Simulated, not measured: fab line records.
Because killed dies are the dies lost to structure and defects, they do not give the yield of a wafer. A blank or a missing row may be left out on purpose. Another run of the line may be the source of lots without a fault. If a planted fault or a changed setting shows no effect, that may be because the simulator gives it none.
Which of the tools did it? + flow n5 finfet + 69 wafers from 23 lots sampled at 6 of the route's 1938 steps

== WHAT THE GAUGES SHOWED, per wafer ==
N5_BEOL_M8_THK_MEAS_53: measures by xrf. Usual: M8_THK typically reads 78.3 nm, with standard deviation 1.7.
| lot  | measured     | on            | M8_THK (nm)    | flag |
|------|--------------|---------------|----------------|------|
| L074 | day 9 14:22  | film metro-02 | 81.3 76.5 79.6 |      |
| L075 | day 9 15:17  | film metro-02 | 77.7 79.0 80.5 |      |
| L077 | day 9 15:47  | film metro-02 | 75.8 78.9 79.6 |      |
| L076 | day 9 22:35  | film metro-02 | 77.1 78.1 74.6 |      |
| L079 | day 10 19:10 | film metro-02 | 78.1 79.9 78.7 |      |
| L080 | day 10 19:13 | film metro-01 | 79.8 77.7 78.1 |      |
| L078 | day 10 22:43 | film metro-02 | 76.0 77.1 74.9 |      |
| L081 | day 11 02:58 | film metro-02 | 78.6 79.4 78.6 |      |
| L082 | day 11 08:44 | film metro-01 | 78.9 78.2 77.8 |      |
| L083 | day 11 09:02 | film metro-02 | 76.2 78.6 73.0 |      |
| L084 | day 11 19:03 | film metro-01 | 78.5 75.9 77.2 |      |
| L085 | day 12 05:05 | film metro-02 | 79.8 78.3 77.3 |      |
| L086 | day 12 12:04 | film metro-02 | 80.0 79.3 79.0 |      |
| L087 | day 12 20:17 | film metro-01 | 77.2 77.5 77.3 |      |
| L088 | day 13 02:02 | film metro-01 | 76.7 76.4 76.2 |      |
| L090 | day 13 02:46 | film metro-02 | 83.1 79.6 81.2 |      |
| L089 | day 13 10:49 | film metro-02 | 78.7 78.5 79.2 |      |
| L091 | day 13 11:28 | film metro-01 | 74.8 79.5 75.1 |      |
| L092 | day 13 22:20 | film metro-02 | 78.4 79.5 80.1 |      |
| L094 | day 14 13:05 | film metro-02 | 77.5 76.9 80.4 |      |
| L095 | day 14 14:38 | film metro-01 | 81.1 79.5 79.7 |      |
| L096 | day 15 02:12 | film metro-01 | 77.4 76.3 76.8 |      |
| L097 | day 15 06:11 | film metro-01 | 81.0 78.5 79.4 |      |

== EACH LOT AND THE TOOL THAT RAN IT (in order: tool; ch and the chambers of the sampled wafers; start) ==
| lot  | N5_BEOL_M7_DEGAS_44          | N5_BEOL_M8_PECVD_70             | N5_BEOL_M8_DESCUM_33               | N5_BEOL_M8_ETCH_72                 | N5_BEOL_M8_TRENCH_ETCH_37                     |
|------|------------------------------|---------------------------------|------------------------------------|------------------------------------|-----------------------------------------------|
| L074 | pvd sputter-03, day 9 04:14  | pecvd-03 ch 0,1,2, day 9 06:53  | rie diel-02 ch 2,3, day 9 11:28    | rie diel-02 ch 2,3, day 9 11:30    | rie diel-02 ch 2,3, day 9 14:22 or earlier    |
| L075 | pvd sputter-03, day 9 04:30  | pecvd-02 ch 0,2, day 9 07:10    | rie diel-04 ch 1,2,3, day 9 11:50  | rie diel-04 ch 1,2,3, day 9 11:53  | rie diel-04 ch 1,2,3, day 9 15:17 or earlier  |
| L077 | pvd sputter-02, day 9 06:11  | pecvd-01 ch 0,1,2, day 9 08:41  | rie diel-02 ch 1,2, day 9 12:49    | rie diel-02 ch 1,2, day 9 12:51    | rie diel-02 ch 1,2, day 9 15:47 or earlier    |
| L076 | pvd sputter-03, day 9 12:29  | pecvd-03 ch 0,1,2, day 9 14:57  | rie diel-02 ch 0,2,3, day 9 19:43  | rie diel-02 ch 0,2,3, day 9 19:45  | rie diel-02 ch 0,2,3, day 9 22:35 or earlier  |
| L079 | pvd sputter-02, day 10 09:57 | pecvd-01 ch 0,1,2, day 10 12:44 | rie diel-06 ch 1,2,3, day 10 16:05 | rie diel-06 ch 1,2,3, day 10 16:07 | rie diel-06 ch 1,2,3, day 10 19:10 or earlier |
| L080 | pvd sputter-01, day 10 10:25 | pecvd-01 ch 0,1,2, day 10 14:26 | rie diel-04 ch 0,1,3, day 10 16:44 | rie diel-04 ch 0,1,3, day 10 16:47 | rie diel-04 ch 0,1,3, day 10 19:13 or earlier |
| L078 | pvd sputter-02, day 10 14:46 | pecvd-01 ch 1,2, day 10 17:44   | rie diel-06 ch 0,2,3, day 10 19:53 | rie diel-06 ch 0,2,3, day 10 19:55 | rie diel-06 ch 0,2,3, day 10 22:43 or earlier |
| L081 | pvd sputter-02, day 10 17:32 | pecvd-01 ch 0,2, day 10 19:43   | rie diel-04 ch 1,3, day 10 22:41   | rie diel-04 ch 1,3, day 10 22:43   | rie diel-04 ch 1,3, day 11 02:58 or earlier   |
| L082 | pvd sputter-01, day 10 21:14 | pecvd-03 ch 0,1, day 11 00:10   | rie diel-06 ch 1,2, day 11 06:04   | rie diel-06 ch 1,2, day 11 06:06   | rie diel-06 ch 1,2, day 11 08:44 or earlier   |
| L083 | pvd sputter-02, day 10 22:43 | pecvd-02 ch 1,2, day 11 01:05   | rie diel-02 ch 0,2,3, day 11 06:07 | rie diel-02 ch 0,2,3, day 11 06:09 | rie diel-02 ch 0,2,3, day 11 09:02 or earlier |
| L084 | pvd sputter-03, day 11 07:25 | pecvd-01 ch 1,2, day 11 10:06   | rie diel-06 ch 1,2, day 11 14:33   | rie diel-06 ch 1,2, day 11 14:35   | rie diel-06 ch 1,2, day 11 19:03 or earlier   |
| L085 | pvd sputter-01, day 11 19:49 | pecvd-01 ch 0,2, day 11 22:23   | rie diel-06 ch 1,2, day 12 01:01   | rie diel-06 ch 1,2, day 12 01:03   | rie diel-06 ch 1,2, day 12 05:05 or earlier   |
| L086 | pvd sputter-01, day 11 23:40 | pecvd-02 ch 0,1,2, day 12 03:18 | rie diel-04 ch 1,2,3, day 12 08:22 | rie diel-04 ch 1,2,3, day 12 08:25 | rie diel-04 ch 1,2,3, day 12 12:04 or earlier |
| L087 | pvd sputter-01, day 12 09:40 | pecvd-02 ch 1,2, day 12 12:35   | rie diel-04 ch 2,3, day 12 16:38   | rie diel-04 ch 2,3, day 12 16:41   | rie diel-04 ch 2,3, day 12 20:17 or earlier   |
| L088 | pvd sputter-02, day 12 18:07 | pecvd-01 ch 0,1,2, day 12 20:38 | rie diel-04 ch 1,2,3, day 12 23:14 | rie diel-04 ch 1,2,3, day 12 23:16 | rie diel-04 ch 1,2,3, day 13 02:02 or earlier |
| L090 | pvd sputter-03, day 12 18:28 | pecvd-03 ch 0,1,2, day 12 21:38 | rie diel-04 ch 0,2,3, day 12 23:41 | rie diel-04 ch 0,2,3, day 12 23:43 | rie diel-04 ch 0,2,3, day 13 02:46 or earlier |
| L089 | pvd sputter-03, day 13 01:02 | pecvd-02 ch 0,2, day 13 03:41   | rie diel-02 ch 0,3, day 13 07:41   | rie diel-02 ch 0,3, day 13 07:43   | rie diel-02 ch 0,3, day 13 10:49 or earlier   |
| L091 | pvd sputter-03, day 13 03:02 | pecvd-03 ch 0,1,2, day 13 05:17 | rie diel-06 ch 2,3, day 13 08:40   | rie diel-06 ch 2,3, day 13 08:42   | rie diel-06 ch 2,3, day 13 11:28 or earlier   |
| L092 | pvd sputter-02, day 13 14:32 | pecvd-02 ch 0,2, day 13 16:49   | rie diel-02 ch 0,3, day 13 19:28   | rie diel-02 ch 0,3, day 13 19:29   | rie diel-02 ch 0,3, day 13 22:20 or earlier   |
| L094 | pvd sputter-03, day 14 01:37 | pecvd-02 ch 0,2, day 14 05:49   | rie diel-04 ch 0,1,3, day 14 08:16 | rie diel-04 ch 0,1,3, day 14 08:18 | rie diel-04 ch 0,1,3, day 14 13:05 or earlier |
| L095 | pvd sputter-01, day 14 06:13 | pecvd-02 ch 0,1, day 14 08:38   | rie diel-02 ch 0,1,3, day 14 11:14 | rie diel-02 ch 0,1,3, day 14 11:16 | rie diel-02 ch 0,1,3, day 14 14:38 or earlier |
| L096 | pvd sputter-03, day 14 17:07 | pecvd-01 ch 0,1,2, day 14 20:28 | rie diel-06 ch 0,2, day 14 22:37   | rie diel-06 ch 0,2, day 14 22:39   | rie diel-06 ch 0,2, day 15 02:12 or earlier   |
| L097 | pvd sputter-03, day 14 20:43 | pecvd-02 ch 1,2, day 15 00:01   | rie diel-04 ch 0,1,2, day 15 02:01 | rie diel-04 ch 0,1,2, day 15 02:03 | rie diel-04 ch 0,1,2, day 15 06:11 or earlier |
- N5_BEOL_M7_DEGAS_44: time 60 s.
- N5_BEOL_M8_PECVD_70: deposits SiO2 from TEOS/O2, target thk 20 nm, time 22.7 s.
- N5_BEOL_M8_DESCUM_33: chemistry O2, time 7 s.
- N5_BEOL_M8_ETCH_72: etches underlayer in N2/H2, target depth 6.5 nm, time 5.2 s.
- N5_BEOL_M8_TRENCH_ETCH_37: etches SiCOH lowk in C4F6/O2, target depth 93.478 nm, time 31.2 s.

== WHAT THE TOOLS THEMSELVES READ (means of the sampled wafers that have a number; where no wafer has one, the mark that the record gives instead) ==
N5_BEOL_M7_DEGAS_44. Usual: heater power w at 340 W, with a standard deviation of 35.
| lot  | tool           | heater power w (W) | flag |
|------|----------------|--------------------|------|
| L074 | pvd sputter-03 | 334                |      |
| L075 | pvd sputter-03 | 359                |      |
| L077 | pvd sputter-02 | 364                |      |
| L076 | pvd sputter-03 | 333                |      |
| L079 | pvd sputter-02 | 306                |      |
| L080 | pvd sputter-01 | 333                |      |
| L078 | pvd sputter-02 | 330                |      |
| L081 | pvd sputter-02 | 336                |      |
| L082 | pvd sputter-01 | 342                |      |
| L083 | pvd sputter-02 | 338                |      |
| L084 | pvd sputter-03 | 339                |      |
| L085 | pvd sputter-01 | 331                |      |
| L086 | pvd sputter-01 | 326                |      |
| L087 | pvd sputter-01 | 328                |      |
| L088 | pvd sputter-02 | 340                |      |
| L090 | pvd sputter-03 | 350                |      |
| L089 | pvd sputter-03 | 329                |      |
| L091 | pvd sputter-03 | 321                |      |
| L092 | pvd sputter-02 | 346                |      |
| L094 | pvd sputter-03 | 332                |      |
| L095 | pvd sputter-01 | 359                |      |
| L096 | pvd sputter-03 | 305                |      |
| L097 | pvd sputter-03 | 322                |      |

N5_BEOL_M8_PECVD_70. Usual: heater power w 727 W, standard deviation 100; showerhead plenum p Torr 8.75 Torr, standard deviation 0.066; throttle valve pct 22.8 %, standard deviation 1.3.
| lot  | tool     | heater power w (W) | showerhead plenum p Torr (Torr) | throttle valve pct (%) | flag |
|------|----------|--------------------|---------------------------------|------------------------|------|
| L074 | pecvd-03 | 679                | 8.82                            | 22.4                   |      |
| L075 | pecvd-02 | 598                | 8.72                            | 23.2                   |      |
| L077 | pecvd-01 | 791                | 8.73                            | 23.0                   |      |
| L076 | pecvd-03 | 690                | 8.84                            | 22.2                   |      |
| L079 | pecvd-01 | 807                | 8.75                            | 22.9                   |      |
| L080 | pecvd-01 | 776                | 8.76                            | 23.0                   |      |
| L078 | pecvd-01 | 758                | 8.71                            | 22.4                   |      |
| L081 | pecvd-01 | 777                | 8.75                            | 23.1                   |      |
| L082 | pecvd-03 | 630                | 8.88                            | 22.7                   |      |
| L083 | pecvd-02 | 668                | 8.68                            | 21.5                   |      |
| L084 | pecvd-01 | 755                | 8.72                            | 22.3                   |      |
| L085 | pecvd-01 | 773                | 8.73                            | 22.3                   |      |
| L086 | pecvd-02 | 654                | 8.70                            | 22.7                   |      |
| L087 | pecvd-02 | 649                | 8.70                            | 22.9                   |      |
| L088 | pecvd-01 | 792                | 8.75                            | 23.1                   |      |
| L090 | pecvd-03 | 661                | 8.82                            | 22.2                   |      |
| L089 | pecvd-02 | 657                | 8.69                            | 21.7                   |      |
| L091 | pecvd-03 | 663                | 8.83                            | 22.5                   |      |
| L092 | pecvd-02 | 652                | 8.69                            | 21.6                   |      |
| L094 | pecvd-02 | 686                | 8.69                            | 21.9                   |      |
| L095 | pecvd-02 | 699                | 8.71                            | 24.1                   |      |
| L096 | pecvd-01 | 801                | 8.74                            | 23.1                   |      |
| L097 | pecvd-02 | 698                | 8.69                            | 21.6                   |      |

N5_BEOL_M8_DESCUM_33. Usual: drypump motor current A 5.8 A, standard deviation 0.53; oes product au 0.80 a.u., standard deviation 0.079; rf vpp V 242.9 V, standard deviation 1.3; showerhead plenum p Torr 2.08 Torr, standard deviation 0.068; temp c 40.01 C, standard deviation 0.11; throttle valve pct 20.45 %, standard deviation 0.24.
| lot  | tool        | drypump motor current A (A) | oes product au (a.u.) | rf vpp V (V) | showerhead plenum p Torr (Torr) | temp c (C) | throttle valve pct (%) | flag |
|------|-------------|-----------------------------|-----------------------|--------------|---------------------------------|------------|------------------------|------|
| L074 | rie diel-02 | 6.0                         | 0.77                  | 243.3        | 2.09                            | 40.08      | 20.63                  |      |
| L075 | rie diel-04 | 6.0                         | 0.85                  | 242.8        | 2.10                            | 40.00      | 20.40                  |      |
| L077 | rie diel-02 | 6.2                         | 0.78                  | 244.3        | 2.12                            | 40.05      | 20.56                  |      |
| L076 | rie diel-02 | 5.6                         | 0.79                  | 243.6        | 2.07                            | 39.89      | 20.47                  |      |
| L079 | rie diel-06 | 5.5                         | 0.74                  | 243.6        | 2.09                            | 40.06      | 20.57                  |      |
| L080 | rie diel-04 | 6.1                         | 0.89                  | 243.2        | 2.11                            | 40.05      | 20.33                  |      |
| L078 | rie diel-06 | 5.9                         | 0.75                  | 243.3        | 2.03                            | 40.02      | 20.31                  |      |
| L081 | rie diel-04 | 6.0                         | 0.84                  | 242.9        | 2.16                            | 39.94      | 20.36                  |      |
| L082 | rie diel-06 | 5.8                         | 0.71                  | 243.0        | 2.06                            | 40.00      | 20.48                  |      |
| L083 | rie diel-02 | 5.6                         | 0.78                  | 242.5        | 2.07                            | 39.92      | 20.50                  |      |
| L084 | rie diel-06 | 5.8                         | 0.72                  | 243.2        | 2.12                            | 39.85      | 20.69                  |      |
| L085 | rie diel-06 | 5.8                         | 0.71                  | 243.1        | 2.12                            | 40.02      | 20.68                  |      |
| L086 | rie diel-04 | 5.9                         | 0.82                  | 242.7        | 2.09                            | 39.91      | 20.42                  |      |
| L087 | rie diel-04 | 5.9                         | 0.79                  | 243.0        | 2.08                            | 40.05      | 20.50                  |      |
| L088 | rie diel-04 | 5.9                         | 0.82                  | 243.0        | 2.09                            | 39.90      | 20.44                  |      |
| L090 | rie diel-04 | 6.1                         | 0.83                  | 242.6        | 2.09                            | 39.86      | 20.43                  |      |
| L089 | rie diel-02 | 5.1                         | 0.91                  | 242.4        | 2.05                            | 40.14      | 20.41                  |      |
| L091 | rie diel-06 | 5.6                         | 0.71                  | 241.5        | 2.02                            | 40.09      | 20.40                  |      |
| L092 | rie diel-02 | 5.2                         | 0.86                  | 241.2        | 2.04                            | 40.04      | 20.23                  |      |
| L094 | rie diel-04 | 6.1                         | 0.85                  | 243.3        | 2.10                            | 40.01      | 20.38                  |      |
| L095 | rie diel-02 | 5.3                         | 0.90                  | 243.5        | 2.07                            | 39.96      | 20.33                  |      |
| L096 | rie diel-06 | 6.5                         | 0.71                  | 241.3        | 1.99                            | 40.06      | 20.20                  |      |
| L097 | rie diel-04 | 6.1                         | 0.83                  | 242.2        | 2.03                            | 40.08      | 20.45                  |      |

N5_BEOL_M8_ETCH_72. Usual: drypump motor current A 5.8 A, standard deviation 0.54; etch rf on time s 5.18 s, standard deviation 0.095; oes product au 0.68 a.u., standard deviation 0.068; rf vpp V 523.5 V, standard deviation 2.6; showerhead plenum p Torr 2.53 Torr, standard deviation 0.082; throttle valve pct 17.91 %, standard deviation 0.26.
| lot  | tool        | drypump motor current A (A) | etch rf on time s (s) | oes product au (a.u.) | rf vpp V (V) | showerhead plenum p Torr (Torr) | throttle valve pct (%) | flag |
|------|-------------|-----------------------------|-----------------------|-----------------------|--------------|---------------------------------|------------------------|------|
| L074 | rie diel-02 | 6.0                         | 5.23                  | 0.66                  | 524.2        | 2.55                            | 18.15                  |      |
| L075 | rie diel-04 | 5.9                         | 5.10                  | 0.73                  | 524.8        | 2.55                            | 17.82                  |      |
| L077 | rie diel-02 | 6.2                         | 5.17                  | 0.67                  | 526.3        | 2.59                            | 18.06                  |      |
| L076 | rie diel-02 | 5.6                         | 5.22                  | 0.66                  | 522.3        | 2.53                            | 18.02                  |      |
| L079 | rie diel-06 | 5.5                         | 5.20                  | 0.63                  | 523.9        | 2.55                            | 18.03                  |      |
| L080 | rie diel-04 | 6.1                         | 5.10                  | 0.76                  | 522.4        | 2.55                            | 17.69                  |      |
| L078 | rie diel-06 | 5.9                         | 5.24                  | 0.63                  | 521.5        | 2.48                            | 17.79                  |      |
| L081 | rie diel-04 | 6.0                         | 5.11                  | 0.72                  | 526.4        | 2.62                            | 17.76                  |      |
| L082 | rie diel-06 | 5.9                         | 5.23                  | 0.61                  | 522.3        | 2.50                            | 17.90                  |      |
| L083 | rie diel-02 | 5.6                         | 5.18                  | 0.66                  | 523.3        | 2.52                            | 18.05                  |      |
| L084 | rie diel-06 | 5.8                         | 5.23                  | 0.61                  | 522.4        | 2.57                            | 18.10                  |      |
| L085 | rie diel-06 | 5.8                         | 5.25                  | 0.61                  | 524.9        | 2.57                            | 18.10                  |      |
| L086 | rie diel-04 | 6.0                         | 5.15                  | 0.70                  | 524.5        | 2.54                            | 17.86                  |      |
| L087 | rie diel-04 | 5.9                         | 5.23                  | 0.66                  | 522.6        | 2.53                            | 17.90                  |      |
| L088 | rie diel-04 | 5.9                         | 5.17                  | 0.70                  | 524.0        | 2.53                            | 17.83                  |      |
| L090 | rie diel-04 | 6.1                         | 5.13                  | 0.70                  | 522.9        | 2.53                            | 17.80                  |      |
| L089 | rie diel-02 | 5.1                         | 5.20                  | 0.76                  | 523.6        | 2.49                            | 17.96                  |      |
| L091 | rie diel-06 | 5.6                         | 5.22                  | 0.61                  | 521.4        | 2.46                            | 17.86                  |      |
| L092 | rie diel-02 | 5.2                         | 5.14                  | 0.72                  | 522.6        | 2.48                            | 17.80                  |      |
| L094 | rie diel-04 | 6.1                         | 5.13                  | 0.71                  | 523.1        | 2.54                            | 17.75                  |      |
| L095 | rie diel-02 | 5.3                         | 5.20                  | 0.75                  | 524.2        | 2.53                            | 17.86                  |      |
| L096 | rie diel-06 | 6.6                         | 5.35                  | 0.61                  | 521.7        | 2.42                            | 17.68                  |      |
| L097 | rie diel-04 | 6.1                         | 5.12                  | 0.71                  | 521.4        | 2.47                            | 17.82                  |      |

N5_BEOL_M8_TRENCH_ETCH_37. Usual: drypump motor current A 5.8 A, standard deviation 0.53; oes_o_777_au 0.79 a.u., standard deviation 0.078; oes product au 0.80 a.u., standard deviation 0.079; rf vpp V 669 V, standard deviation 5.8; showerhead plenum p Torr 2.83 Torr, standard deviation 0.086; throttle valve pct 20.93 %, standard deviation 0.24.
| lot  | tool        | drypump motor current A (A) | oes_o_777_au (a.u.) | oes product au (a.u.) | rf vpp V (V) | showerhead plenum p Torr (Torr) | throttle valve pct (%) | flag |
|------|-------------|-----------------------------|---------------------|-----------------------|--------------|---------------------------------|------------------------|------|
| L074 | rie diel-02 | 6.0                         | 0.76                | 0.77                  | 666          | 2.85                            | 21.20                  |      |
| L075 | rie diel-04 | 5.9                         | 0.85                | 0.85                  | 670          | 2.85                            | 20.86                  |      |
| L077 | rie diel-02 | 6.1                         | 0.78                | 0.78                  | 670          | 2.89                            | 21.10                  |      |
| L076 | rie diel-02 | 5.6                         | 0.79                | 0.78                  | 663          | 2.82                            | 20.98                  |      |
| L079 | rie diel-06 | 5.5                         | 0.74                | 0.75                  | 674          | 2.85                            | 21.04                  |      |
| L080 | rie diel-04 | 6.2                         | 0.89                | 0.89                  | 667          | 2.86                            | 20.81                  |      |
| L078 | rie diel-06 | 5.9                         | 0.74                | 0.75                  | 671          | 2.77                            | 20.79                  |      |
| L081 | rie diel-04 | 6.0                         | 0.83                | 0.85                  | 672          | 2.92                            | 20.82                  |      |
| L082 | rie diel-06 | 5.8                         | 0.71                | 0.71                  | 672          | 2.80                            | 20.97                  |      |
| L083 | rie diel-02 | 5.6                         | 0.76                | 0.77                  | 663          | 2.81                            | 21.00                  |      |
| L084 | rie diel-06 | 5.8                         | 0.72                | 0.72                  | 674          | 2.87                            | 21.13                  |      |
| L085 | rie diel-06 | 5.8                         | 0.72                | 0.71                  | 673          | 2.87                            | 21.14                  |      |
| L086 | rie diel-04 | 5.9                         | 0.82                | 0.83                  | 670          | 2.84                            | 20.89                  |      |
| L087 | rie diel-04 | 5.9                         | 0.78                | 0.79                  | 674          | 2.83                            | 20.96                  |      |
| L088 | rie diel-04 | 5.9                         | 0.81                | 0.82                  | 670          | 2.84                            | 20.90                  |      |
| L090 | rie diel-04 | 6.1                         | 0.82                | 0.82                  | 670          | 2.84                            | 20.90                  |      |
| L089 | rie diel-02 | 5.1                         | 0.88                | 0.90                  | 658          | 2.78                            | 20.90                  |      |
| L091 | rie diel-06 | 5.6                         | 0.71                | 0.72                  | 673          | 2.76                            | 20.89                  |      |
| L092 | rie diel-02 | 5.2                         | 0.84                | 0.85                  | 661          | 2.77                            | 20.70                  |      |
| L094 | rie diel-04 | 6.2                         | 0.84                | 0.84                  | 667          | 2.85                            | 20.85                  |      |
| L095 | rie diel-02 | 5.3                         | 0.88                | 0.89                  | 663          | 2.82                            | 20.81                  |      |
| L096 | rie diel-06 | 6.5                         | 0.71                | 0.72                  | 667          | 2.71                            | 20.69                  |      |
| L097 | rie diel-04 | 6.1                         | 0.83                | 0.82                  | 665          | 2.77                            | 20.92                  |      |

== THE ANSWER, worked out from the rows above alone ==
Rule: a lot counts as off when the mean over its wafers that have a number is more than 3 standard deviations away from the usual mean. A lot without any number at a reading at which 4 lots or more have one is off too. Where the step has rows for the other lots, those lots are counted as sound. Order of review: gauges by route order, followed by the tools' own readings, for which a lot's mean as printed above is used. The first step at which some lot is off is used, and at that step the reading that is off furthest; a lot without a number counts as furthest.
None of the lots is off at any reading shown; this tells nothing.

== WHAT THE SIMULATOR PUT IN ==
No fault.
